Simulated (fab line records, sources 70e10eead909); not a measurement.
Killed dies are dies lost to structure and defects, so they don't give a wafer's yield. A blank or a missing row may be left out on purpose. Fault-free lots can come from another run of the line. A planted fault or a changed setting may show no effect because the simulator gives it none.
A lot that was struck, set against a sound lot / flow nand-harc / 15 steps out of a route of 1302
Sound: these wafers, L960.1, L960.4, L960.6. Struck: wafers L948.1, L948.4, L948.6. Last of all comes the cause.
Each step with rows lists, per side, the tool, then ch with its chambers, then its first start. Under that, the readings that differ: sound wafers / struck wafers / difference of the means / sigmas: that difference in standard deviations of wafers without a fault.
alike: a reading whose means differ by less than 2 such deviations, as well as words and numbers matching on both sides. not compared: withheld readings; readings where some wafer has no value; bounds like >300 that might hide an equal value; numbers whose values overlap and for which the record gives no deviation.
A row with sigmas, a row that says differs or no value, or rows on one side alone: a step with any of these is where the two part. Numbers that have no deviation but don't overlap get no sigmas and don't part them. Lack of a reading on every wafer of one side parts them only where that side has two or more wafers.

first, 1 step without rows for these wafers: NHARC_A_CHANNEL_HOLE_D1_ETCH_44 (etches the open film in CF4/O2, target depth 140 nm, overetch 14 nm, time 77 s).
NHARC_A_CHANNEL_HOLE_D1_STRIP_27: strips in O2.
  sound on rie-diel-06 ch 0,1; struck on rie-diel-03 ch 1,2,3
reading=rf-vpp-V (V); sound=56.2 56.4 57.7; struck=58.0 58.9 59.6; difference=+2.1; sigmas=+2
  alike: drypump-motor-current-A, oes-product-au, showerhead-plenum-p-Torr, throttle-valve-pct
  not compared: rf-hours-counter-h
then, 2 steps without rows for these wafers: NHARC_A_CHANNEL_HOLE_D1_PRECLEAN_28 (cleans in SC1); NHARC_A_CHANNEL_HOLE_D1_SRD_29.
NHARC_A_CHANNEL_HOLE_D1_CD_MEAS_30:
  sound: cd-sem-03 at day 15 20:02; struck: cd-sem-03 at day 10 14:10
reading=cd-nm (nm); sound=91.6 91.0 90.5; struck=88.9 87.3 88.3; difference=-2.9; sigmas=-3
NHARC_A_CHANNEL_HOLE_D1_XSEM_31:
  sound on xsem-01 ch 0, day 15 20:07; struck on xsem-01 ch 0, day 10 14:15
  alike: bot-cd-nm, bow-nm, tilt-deg
NHARC_A_CHANNEL_HOLE_D1_INSPECT_40:
  sound: defect-inspect-02 at day 15 20:13; struck: defect-inspect-01 at day 10 14:21
  alike: raw-defect-count
then, 3 steps without rows for these wafers: NHARC_A_CHANNEL_FILL_D1_PRECLEAN_00 (cleans in SC1); NHARC_A_CHANNEL_FILL_D1_SRD_01; NHARC_A_CHANNEL_FILL_D1_ALD_02 (deposits SiO2, target thk 6 nm, pulse time 10 s, ald cycles 60).
NHARC_A_CHANNEL_FILL_D1_ALD_03: deposits SiNx, target thk 6 nm, pulse time 60 s, ald cycles 58.
  sound on ald-sin-batch-01 ch 0; struck on ald-sin-batch-02 ch 0
  alike: ald-cycles, precursor-pulse-height-rel
NHARC_A_CHANNEL_FILL_D1_ALD_14: deposits SiO2, target thk 2.5 nm, pulse time 10 s, ald cycles 25.
  sound on ald-hk-04 ch 0,1,3, day 16 03:59; struck on ald-hk-04 ch 1,2, day 11 00:38
  alike: ald-cycles, heater-power-w, precursor-pulse-height-rel
NHARC_A_CHANNEL_FILL_D1_ALD_15: deposits SiNx, target thk 2 nm, pulse time 60 s, ald cycles 19.
  sound on ald-sin-batch-01 ch 0, day 16 07:02; struck on ald-sin-batch-01 ch 0, day 11 03:59
reading=ald-cycles; sound=19 19 19; struck=21 21 21; difference=+2; sigmas=
  alike: precursor-pulse-height-rel
NHARC_A_CHANNEL_FILL_D1_ALD_16: deposits SiO2, target thk 1.5 nm, pulse time 10 s, ald cycles 15.
  sound on ald-hk-04 ch 0,1,3, day 16 11:13; struck on ald-hk-01 ch 0,1,3, day 11 06:03
  alike: ald-cycles, heater-power-w, precursor-pulse-height-rel
next, for these wafers, 1 step has no rows: NHARC_END_SORT_01.

## WHERE THEY PART
Last at NHARC_A_CHANNEL_HOLE_D1_CD_MEAS_30 as far as this record goes, first at NHARC_A_CHANNEL_HOLE_D1_STRIP_27. Later steps at which nothing parts them and some readings are alike: NHARC_A_CHANNEL_HOLE_D1_XSEM_31, NHARC_A_CHANNEL_HOLE_D1_INSPECT_40, NHARC_A_CHANNEL_FILL_D1_ALD_03, NHARC_A_CHANNEL_FILL_D1_ALD_14, NHARC_A_CHANNEL_FILL_D1_ALD_15, NHARC_A_CHANNEL_FILL_D1_ALD_16.

WHY: the cause the simulator had injected
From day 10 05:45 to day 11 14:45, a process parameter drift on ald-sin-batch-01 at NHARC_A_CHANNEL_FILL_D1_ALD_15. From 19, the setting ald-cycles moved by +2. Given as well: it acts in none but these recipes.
